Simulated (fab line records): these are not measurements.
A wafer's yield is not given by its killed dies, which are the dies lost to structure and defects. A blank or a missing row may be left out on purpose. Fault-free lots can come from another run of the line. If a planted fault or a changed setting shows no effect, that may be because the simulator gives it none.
Struck lot and sound lot, side by side | flow nand_harc | 15 out of 1302 route steps
Sound: wafers L161.1, L161.3, L161.4. Wafers L171.1, L171.2, L171.6 were the ones struck. The cause comes at the end.
Order at every step that has rows: each side's tool, ch and its chambers, its first start. Under that, the readings that differ: sound wafers | struck wafers | difference of the means | sigmas: that difference in standard deviations of wafers without a fault.
alike: same words and numbers on both sides, and readings whose means sit less than 2 such deviations apart. not compared: any withheld reading, any reading some wafer has no value for, any bound like >300 that may hide the same value, and any number with overlapping values for which the record gives no deviation.
The two part at a step that has a row with sigmas, a row that says differs or no value, or rows on one side only. Numbers that don't overlap but have no deviation are shown without sigmas and don't part them. A reading missing from all wafers of one side parts the sides only when that side holds two or more wafers.

first, 4 steps without rows for these wafers: NHARC_A_ZERO_WELL_STRIP_14 (strips in SPM, time 900 s); NHARC_A_ZERO_WELL_IMPLANT_15; NHARC_A_ZERO_WELL_PRECLEAN_22 (cleans in SC1, time 60 s); NHARC_A_ZERO_WELL_SRD_23.
NHARC_A_ZERO_WELL_RTA_16: time 10 s.
  sound on rtp_anneal-02 ch 0, day 10 05:53; struck on rtp_anneal-01 ch 0, day 14 10:04
  reading            | sound          | struck         | difference | sigmas
  lamp_power_pct (%) | 32.6 32.7 32.6 | 31.5 31.5 31.5 | -1.1       | -2
  alike: wafer_temp_C_max
NHARC_A_ZERO_WELL_INSPECT_17:
  sound: defect_inspect-01 at day 10 06:05; struck: defect_inspect-01 at day 14 10:16
  reading          | sound  | struck   | difference | sigmas
  raw_defect_count | 5 13 2 | 37 10 21 | +16        | +2
then, 3 steps without rows for these wafers: NHARC_A_SOURCE_PLATE_PRECLEAN_00 (cleans in HF-LAST, time 60 s); NHARC_A_SOURCE_PLATE_SRD_01; NHARC_A_SOURCE_PLATE_OXIDE_02 (material SiO2, target thk 10 nm, ox time 1362 s).
NHARC_A_SOURCE_PLATE_THK_MEAS_09: measures by ellipsometry.
  sound: film_metro-01 at day 10 13:23; struck: film_metro-01 at day 14 17:28
  alike: thk_nm
then, 1 step without rows for these wafers: NHARC_A_SOURCE_PLATE_PVD_04 (deposits WSi2, target thk 50 nm).
NHARC_A_SOURCE_PLATE_CVD_03: deposits poly-Si, target thk 200 nm, time 4000 s.
  sound on lpcvd_poly-04 ch 0, day 10 16:23; struck on lpcvd_poly-04, day 14 19:56
  no value came back on the struck wafers for any of 6 readings (pressure_mtorr (mTorr), run_length_s (s) and others); on the sound wafers pressure_mtorr (mTorr) reads 200.2 199.9 199.9
then, 1 step without rows for these wafers: NHARC_A_SOURCE_PLATE_ANNEAL_05 (time 1800 s).
NHARC_A_SOURCE_PLATE_THK_MEAS_06: measures by ellipsometry.
  sound: film_metro-02 at day 11 03:22; struck: film_metro-01 at day 15 06:26
  reading     | sound             | struck         | difference | sigmas
  thk_nm (nm) | 201.7 200.2 201.0 | 49.6 47.6 47.6 | -152.7     | -69
-- jump in the record: it breaks off in module A_SOURCE_PLATE and resumes in module END (first step shown: number 1302 of the route), and 17 days separate the struck wafers' starts before and after --
NHARC_END_SORT_01:
  the record has rows for the struck wafers here (prober-02 ch 0, day 32 03:20) and none for the sound ones

== WHERE THEY PART ==
At NHARC_A_ZERO_WELL_RTA_16 first; at NHARC_END_SORT_01 last (within this record only).

WHY: what the simulator had put in
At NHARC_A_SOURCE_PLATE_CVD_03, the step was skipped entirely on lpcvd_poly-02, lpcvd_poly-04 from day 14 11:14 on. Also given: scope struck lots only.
